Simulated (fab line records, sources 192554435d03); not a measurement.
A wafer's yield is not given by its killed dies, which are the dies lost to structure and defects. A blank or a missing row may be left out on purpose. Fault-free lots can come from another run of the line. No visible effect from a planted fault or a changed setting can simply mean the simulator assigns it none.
Matching of chambers | flow n5_finfet | 4 sister chambers for N5_FIN_CUT_CUT_ETCH_27 on rie_diel-05
The step etches SiO2 in CHF3/O2, target depth 4 nm, overetch 2 nm, time 4.9 s. 20 wafers are shown with their chamber, then 10 later ones without.

== WAFERS PAIRED WITH THEIR CHAMBERS ==
wafer  | chamber | drypump_motor_current_A (A) | oes_product_au (a.u.) | throttle_valve_pct (%)
L076.2 | 3       | 6.8                         | 0.64                  | 18.84
L076.4 | 2       | 6.1                         | 0.59                  | 18.88
L076.6 | 3       | 6.8                         | 0.64                  | 18.80
L077.1 | 3       | 6.8                         | 0.64                  | 18.82
L077.3 | 1       | 6.0                         | 0.56                  | 19.03
L077.5 | 3       | 6.8                         | 0.64                  | 18.81
L080.1 | 2       | 6.2                         | 0.59                  | 18.89
L080.3 | 1       | 6.0                         | 0.56                  | 19.04
L080.6 | 3       | 6.8                         | 0.63                  | 18.85
L085.2 | 2       | 6.2                         | 0.59                  | 18.93
L085.4 | 2       | 6.2                         | 0.58                  | 18.92
L085.6 | 0       | 4.7                         | 0.73                  | 18.60
L086.1 | 3       | 6.8                         | 0.63                  | 18.83
L086.2 | 0       | 4.7                         | 0.73                  | 18.60
L086.4 | 2       | 6.2                         | 0.58                  | 18.91
L087.2 | 1       | 6.0                         | 0.55                  | 19.05
L087.5 | 2       | 6.2                         | 0.57                  | 18.90
L087.6 | 1       | 6.0                         | 0.55                  | 19.05
L089.2 | 1       | 6.0                         | 0.55                  | 19.05
L089.3 | 2       | 6.2                         | 0.58                  | 18.92

SIGNATURES (means of the wafers above)
reading                 | chamber 0 | chamber 1 | chamber 2 | chamber 3 | scatter within a chamber
drypump_motor_current_A | 4.700     | 6.000     | 6.186     | 6.800     | 0.0231
oes_product_au          | 0.7300    | 0.5540    | 0.5829    | 0.6367    | 0.0061
throttle_valve_pct      | 18.6000   | 19.0440   | 18.9071   | 18.8250   | 0.0158
Rule: a wafer's distance from a chamber is the root of the sum, over the readings, of the square of ((its reading less the chamber's mean) divided by the reading's scatter). The wafer belongs to the nearest chamber; if the next one is less than 2 further off, it can't be placed. The scatter: take each reading less its chamber's mean, square it, sum over the shown wafers, divide by the number of wafers less the number of chambers, and take the root.

== WAFERS WITHOUT THEIR CHAMBER ==
wafer  | drypump_motor_current_A (A) | oes_product_au (a.u.) | throttle_valve_pct (%)
L089.6 | 4.7                         | 0.72                  | 18.61
L093.1 | 6.0                         | 0.55                  | 19.07
L093.4 | 6.8                         | 0.62                  | 18.86
L093.5 | 6.2                         | 0.57                  | 18.93
L094.2 | 6.0                         | 0.54                  | 19.07
L094.3 | 6.8                         | 0.62                  | 18.89
L094.4 | 4.7                         | 0.71                  | 18.61
L096.2 | 6.2                         | 0.58                  | 18.95
L096.3 | 6.0                         | 0.55                  | 19.08
L096.6 | 6.2                         | 0.58                  | 18.95

== WHICH CHAMBER EACH ONE RAN IN ==
wafer  | from the rows above | in truth
L089.6 | 0                   | 0
L093.1 | 1                   | 1
L093.4 | 3                   | 3
L093.5 | 2                   | 2
L094.2 | 1                   | 1
L094.3 | 3                   | 3
L094.4 | 0                   | 0
L096.2 | 2                   | 2
L096.3 | 1                   | 1
L096.6 | 2                   | 2
Correct placement for 10 of the 10. Left unplaced by these rows: 0. Wrongly placed: 0.
